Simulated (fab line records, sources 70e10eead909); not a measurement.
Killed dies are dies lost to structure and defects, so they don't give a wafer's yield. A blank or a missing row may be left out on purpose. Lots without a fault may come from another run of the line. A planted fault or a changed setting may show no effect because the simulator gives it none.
Which tool did it? | flow nand_harc | 13 lots, 39 wafers sampled, at 5 steps of a route of 1302

WHAT THE GAUGES READ, wafer by wafer
NHARC_P_ZERO_WELL_CD_MEAS_24: target cd 720 nm. Usual: cd_nm 719.0 nm, standard deviation 2.5.
lot  | measured     | on        | cd_nm (nm)        | flag
L800 | day 2 00:02  | cd_sem-02 | 719.6 721.9 716.2 |
L802 | day 2 18:27  | cd_sem-01 | 718.6 717.3 717.8 |
L804 | day 3 14:38  | cd_sem-02 | 723.0 716.0 718.1 |
L805 | day 4 00:22  | cd_sem-03 | 710.7 714.7 707.3 | OFF
L810 | day 6 02:30  | cd_sem-01 | 715.7 716.1 720.3 |
L815 | day 8 04:28  | cd_sem-02 | 718.2 720.9 716.2 |
L816 | day 8 14:29  | cd_sem-03 | 719.1 716.3 724.2 |
L818 | day 9 10:22  | cd_sem-01 | 713.6 717.5 716.4 |
L819 | day 9 20:43  | cd_sem-02 | 719.5 716.8 716.7 |
L820 | day 10 06:35 | cd_sem-02 | 715.2 719.4 714.2 |
L821 | day 10 16:37 | cd_sem-02 | 724.0 720.3 726.0 |
L822 | day 11 02:39 | cd_sem-02 | 721.1 720.2 719.3 |
L823 | day 11 12:29 | cd_sem-02 | 715.4 719.8 720.5 |

NHARC_P_STI_CD_MEAS_16. Usual: cd_nm 199 nm, standard deviation 3.3.
lot  | measured     | on        | cd_nm (nm)  | flag
L800 | day 2 22:13  | cd_sem-01 | 199 197 196 |
L802 | day 3 17:33  | cd_sem-01 | 200 199 198 |
L804 | day 4 12:49  | cd_sem-02 | 196 197 200 |
L805 | day 4 21:43  | cd_sem-02 | 199 204 201 |
L810 | day 7 00:41  | cd_sem-03 | 201 204 197 |
L815 | day 9 03:09  | cd_sem-02 | 201 193 199 |
L816 | day 9 14:45  | cd_sem-02 | 194 200 198 |
L818 | day 10 07:11 | cd_sem-03 | 200 206 197 |
L819 | day 10 17:41 | cd_sem-03 | 197 198 197 |
L820 | day 11 03:47 | cd_sem-01 | 202 199 198 |
L821 | day 11 13:40 | cd_sem-01 | 200 197 199 |
L822 | day 12 01:25 | cd_sem-02 | 202 197 197 |
L823 | day 12 09:10 | cd_sem-02 | 201 204 196 |

NHARC_P_STI_OCD_MEAS_17. Usual: trench_depth_nm 300 nm, standard deviation 5.9; trench_foot_cd_nm 156.8 nm, standard deviation 3.
lot  | measured     | on     | trench_depth_nm (nm) | trench_foot_cd_nm (nm) | flag
L800 | day 2 22:18  | ocd-01 | 292 303 299          | 159.1 156.3 156.4      |
L802 | day 3 17:38  | ocd-01 | 295 293 295          | 158.4 158.7 156.4      |
L804 | day 4 12:55  | ocd-02 | 294 293 292          | 155.9 156.9 160.0      |
L805 | day 4 21:48  | ocd-01 | 310 306 301          | 155.2 158.0 158.2      |
L810 | day 7 00:47  | ocd-01 | 305 302 295          | 159.9 161.8 157.1      |
L815 | day 9 03:14  | ocd-01 | 303 298 315          | 156.9 152.7 154.4      |
L816 | day 9 14:50  | ocd-01 | 305 306 301          | 153.0 157.2 155.9      |
L818 | day 10 07:16 | ocd-02 | 298 304 304          | 158.7 160.9 153.7      |
L819 | day 10 17:46 | ocd-01 | 290 297 301          | 157.8 155.6 154.4      |
L820 | day 11 03:52 | ocd-02 | 308 303 293          | 157.0 156.7 158.9      |
L821 | day 11 13:45 | ocd-01 | 301 302 297          | 157.1 155.6 157.5      |
L822 | day 12 01:29 | ocd-02 | 307 309 310          | 161.0 154.5 155.4      |
L823 | day 12 09:16 | ocd-01 | 305 305 306          | 158.9 162.0 155.2      |

WHICH TOOL RAN EACH LOT (tool, then ch and the chambers of the sampled wafers, then the start)
lot  | NHARC_P_ZERO_WELL_EXPOSE_21       | NHARC_P_STI_ETCH_15
L800 | krf_scanner-02 ch 0, day 1 23:53  | rie_si-06 ch 0,3, day 2 22:03
L802 | krf_scanner-02 ch 0, day 2 18:17  | rie_si-05 ch 1,2, day 3 17:23
L804 | krf_scanner-02 ch 0, day 3 14:29  | rie_si-05 ch 1,2,3, day 4 12:41
L805 | krf_scanner-02 ch 0, day 4 00:13  | rie_si-01 ch 0,1,2, day 4 21:35
L810 | krf_scanner-04 ch 0, day 6 02:20  | rie_si-06 ch 0,1,2, day 7 00:34
L815 | krf_scanner-01 ch 0, day 8 04:19  | rie_si-05 ch 0,1,2, day 9 03:01
L816 | krf_scanner-02 ch 0, day 8 14:20  | rie_si-01 ch 1,2, day 9 14:35
L818 | krf_scanner-01 ch 0, day 9 10:12  | rie_si-01 ch 1,2, day 10 07:01
L819 | krf_scanner-02 ch 0, day 9 20:34  | rie_si-05 ch 1,2,3, day 10 17:33
L820 | krf_scanner-02 ch 0, day 10 06:25 | rie_si-06 ch 1,2,3, day 11 03:38
L821 | krf_scanner-04 ch 0, day 10 16:28 | rie_si-01 ch 0,2, day 11 13:31
L822 | krf_scanner-01 ch 0, day 11 02:29 | rie_si-06 ch 0,1,2, day 12 01:14
L823 | krf_scanner-04 ch 0, day 11 12:20 | rie_si-06 ch 0,1, day 12 08:59
- NHARC_P_ZERO_WELL_EXPOSE_21: exposes mask P NWELL, target cd 720 nm.
- NHARC_P_STI_ETCH_15: etches the open film in HBr/Cl2, target depth 300 nm, time 100.1 s.

WHAT THE TOOLS THEMSELVES READ (means of the sampled wafers that have a number; where no wafer has one, the mark that the record gives instead)
NHARC_P_STI_ETCH_15. Usual: drypump_motor_current_A 5.6 A, standard deviation 0.53; oes_product_au 0.999 a.u., standard deviation 0.012; rf_fwd_power_W 397.1 W, standard deviation 1.3; throttle_valve_pct 26.406 %, standard deviation 0.0094.
lot  | tool      | drypump_motor_current_A (A) | oes_product_au (a.u.) | rf_fwd_power_W (W) | throttle_valve_pct (%) | flag
L800 | rie_si-06 | 5.5                         | 0.995                 | 397.3              | 26.405                 |
L802 | rie_si-05 | 6.0                         | 0.984                 | 396.9              | 26.401                 |
L804 | rie_si-05 | 5.7                         | 0.980                 | 398.0              | 26.411                 |
L805 | rie_si-01 | 5.8                         | 1.010                 | 396.6              | 26.399                 |
L810 | rie_si-06 | 5.9                         | 1.000                 | 397.1              | 26.403                 |
L815 | rie_si-05 | 5.7                         | 1.010                 | 396.3              | 26.408                 |
L816 | rie_si-01 | 5.7                         | 1.007                 | 395.9              | 26.399                 |
L818 | rie_si-01 | 5.7                         | 1.003                 | 396.2              | 26.413                 |
L819 | rie_si-05 | 5.7                         | 0.990                 | 396.4              | 26.411                 |
L820 | rie_si-06 | 5.4                         | 0.999                 | 397.2              | 26.406                 |
L821 | rie_si-01 | 5.9                         | 0.999                 | 397.3              | 26.405                 |
L822 | rie_si-06 | 5.9                         | 1.016                 | 397.9              | 26.403                 |
L823 | rie_si-06 | 6.3                         | 1.009                 | 398.6              | 26.403                 |

THE ANSWER, worked out from the rows above alone
Rule: a lot is off if the mean of its wafers that have a number lies more than 3 standard deviations from the usual mean. A lot without any number at a reading at which 4 lots or more have one is off too. The other lots that the step has rows for count as sound. The gauges are gone through in route order, then the tools' own readings, and for those a lot's mean is taken as printed above. The first step at which some lot is off is used, and at that step the reading that is off furthest; a lot without a number counts as furthest.
Off: L805, at NHARC_P_ZERO_WELL_CD_MEAS_24 (cd_nm).
A tool fits if, at a process step before that reading, it ran every lot that is off, and no sound lot after the first of them. The gauges at NHARC_P_ZERO_WELL_CD_MEAS_24 are tried like those tools. None of those tried fits.

WHAT THE SIMULATOR HAD PUT IN
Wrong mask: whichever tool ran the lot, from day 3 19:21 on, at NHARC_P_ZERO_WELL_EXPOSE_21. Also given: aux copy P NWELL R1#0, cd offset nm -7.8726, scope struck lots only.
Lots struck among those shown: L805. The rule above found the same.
